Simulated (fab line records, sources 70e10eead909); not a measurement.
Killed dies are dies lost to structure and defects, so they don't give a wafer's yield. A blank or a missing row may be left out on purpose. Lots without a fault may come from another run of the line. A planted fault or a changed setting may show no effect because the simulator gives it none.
Which tool did it? | flow nand_harc | 15 lots, 45 wafers sampled, at 3 steps of a route of 1159

WHAT THE GAUGES READ, wafer by wafer
NHARC_A_M1_INSPECT_27. Usual: raw_defect_count 456, standard deviation 130.
lot  | measured     | on                | raw_defect_count | flag
L545 | day 18 00:47 | defect_inspect-01 | 607 541 551      |
L546 | day 18 01:29 | defect_inspect-02 | 413 347 463      |
L547 | day 18 03:19 | defect_inspect-01 | 382 369 410      |
L543 | day 18 04:14 | defect_inspect-02 | 519 446 476      |
L548 | day 19 01:05 | defect_inspect-02 | 234 307 245      |
L544 | day 19 03:55 | defect_inspect-01 | 418 501 400      |
L549 | day 19 04:23 | defect_inspect-02 | 420 368 320      |
L550 | day 20 00:38 | defect_inspect-01 | 338 924 403      |
L552 | day 20 00:55 | defect_inspect-02 | 433 484 413      |
L551 | day 20 07:13 | defect_inspect-02 | 346 346 328      |
L553 | day 21 00:35 | defect_inspect-02 | 365 283 417      |
L554 | day 21 03:04 | defect_inspect-01 | 418 557 439      |
L560 | day 21 15:43 | defect_inspect-01 | 353 577 511      |
L559 | day 21 22:07 | defect_inspect-02 | 405 447 637      |
L557 | day 21 22:53 | defect_inspect-02 | 436 478 334      |

NHARC_A_BONDPAD_OVL_MEAS_35. Usual: overlay_x_nm 1 nm, standard deviation 5.3; overlay_y_nm -2 nm, standard deviation 6.2.
lot  | measured     | on         | overlay_x_nm (nm) | overlay_y_nm (nm) | flag
L545 | day 18 02:49 | overlay-02 | 1 1 1             | 5 5 5             |
L546 | day 18 03:32 | overlay-02 | -2 -2 -2          | -11 -10 -11       |
L547 | day 18 05:20 | overlay-02 | -1 0 0            | -3 -3 -3          |
L543 | day 18 06:12 | overlay-01 | -1 -2 -2          | -13 -13 -12       |
L548 | day 19 03:07 | overlay-02 | 9 8 9             | 10 11 11          |
L544 | day 19 05:56 | overlay-02 | 6 6 6             | -2 -2 -2          |
L549 | day 19 06:32 | overlay-02 | 0 0 0             | -10 -9 -9         |
L550 | day 20 02:38 | overlay-02 | 2 3 3             | 0 -1 -1           |
L552 | day 20 03:32 | overlay-02 | -1 0 0            | -10 -9 -9         |
L551 | day 20 09:30 | overlay-02 | 1 1 1             | -4 -3 -3          |
L553 | day 21 02:51 | overlay-02 | 1 1 1             | -1 -2 -2          |
L554 | day 21 04:56 | overlay-01 | -6 -7 -7          | 0 -1 -1           |
L560 | day 21 17:46 | overlay-02 | 3 3 4             | -8 -8 -7          |
L559 | day 22 00:09 | overlay-02 | 2 2 2             | -5 -5 -5          |
L557 | day 22 00:55 | overlay-01 | -4 -4 -4          | -8 -8 -7          |

WHICH TOOL RAN EACH LOT (tool, then ch and the chambers of the sampled wafers, then the start)
lot  | NHARC_A_BONDPAD_DEP_00
L545 | pecvd-03 ch 0,2, day 18 01:29
L546 | pecvd-04 ch 0,2, day 18 02:12
L547 | pecvd-04 ch 0,1,2, day 18 04:04
L543 | pecvd-04 ch 1,2, day 18 04:59
L548 | pecvd-04 ch 1,2, day 19 03:07 or earlier
L544 | pecvd-01 ch 1,2, day 19 04:37
L549 | pecvd-01 ch 1,2, day 19 05:05
L550 | pecvd-03 ch 1,2, day 20 01:19
L552 | pecvd-03 ch 1,2, day 20 02:19
L551 | pecvd-03 ch 0,2, day 20 08:17
L553 | pecvd-04 ch 0,1,2, day 21 01:40
L554 | pecvd-04 ch 0,2, day 21 04:56 or earlier
L560 | pecvd-01 ch 1,2, day 21 16:26
L559 | pecvd-01 ch 0,1,2, day 21 22:49
L557 | pecvd-03 ch 0,1,2, day 21 23:43
- NHARC_A_BONDPAD_DEP_00: deposits SiCN, target thk 250 nm.

WHAT THE TOOLS THEMSELVES READ (means of the sampled wafers that have a number; where no wafer has one, the mark that the record gives instead)
NHARC_A_BONDPAD_DEP_00. Usual: heater_power_w 592 W, standard deviation 93; rf_fwd_power_W 449.1 W, standard deviation 1.4.
lot  | tool     | heater_power_w (W) | rf_fwd_power_W (W) | flag
L545 | pecvd-03 | 616                | 447.5              |
L546 | pecvd-04 | 646                | 449.2              |
L547 | pecvd-04 | 664                | 450.4              |
L543 | pecvd-04 | 677                | 450.3              |
L548 | pecvd-04 | 669                | 448.5              |
L544 | pecvd-01 | 477                | 448.3              |
L549 | pecvd-01 | 457                | 450.1              |
L550 | pecvd-03 | 556                | 448.0              |
L552 | pecvd-03 | 591                | 450.3              |
L551 | pecvd-03 | 622                | 448.8              |
L553 | pecvd-04 | 667                | 448.5              |
L554 | pecvd-04 | 556                | 449.2              |
L560 | pecvd-01 | 454                | 448.1              |
L559 | pecvd-01 | 493                | 449.1              |
L557 | pecvd-03 | 586                | 449.3              |

THE ANSWER, worked out from the rows above alone
Rule: a lot is off if the mean of its wafers that have a number lies more than 3 standard deviations from the usual mean. A lot without any number at a reading at which 4 lots or more have one is off too. The other lots that the step has rows for count as sound. The gauges are gone through in route order, then the tools' own readings, and for those a lot's mean is taken as printed above. The first step at which some lot is off is used, and at that step the reading that is off furthest; a lot without a number counts as furthest.
No lot is off at any reading shown: from this, nothing can be told.

WHAT THE SIMULATOR HAD PUT IN
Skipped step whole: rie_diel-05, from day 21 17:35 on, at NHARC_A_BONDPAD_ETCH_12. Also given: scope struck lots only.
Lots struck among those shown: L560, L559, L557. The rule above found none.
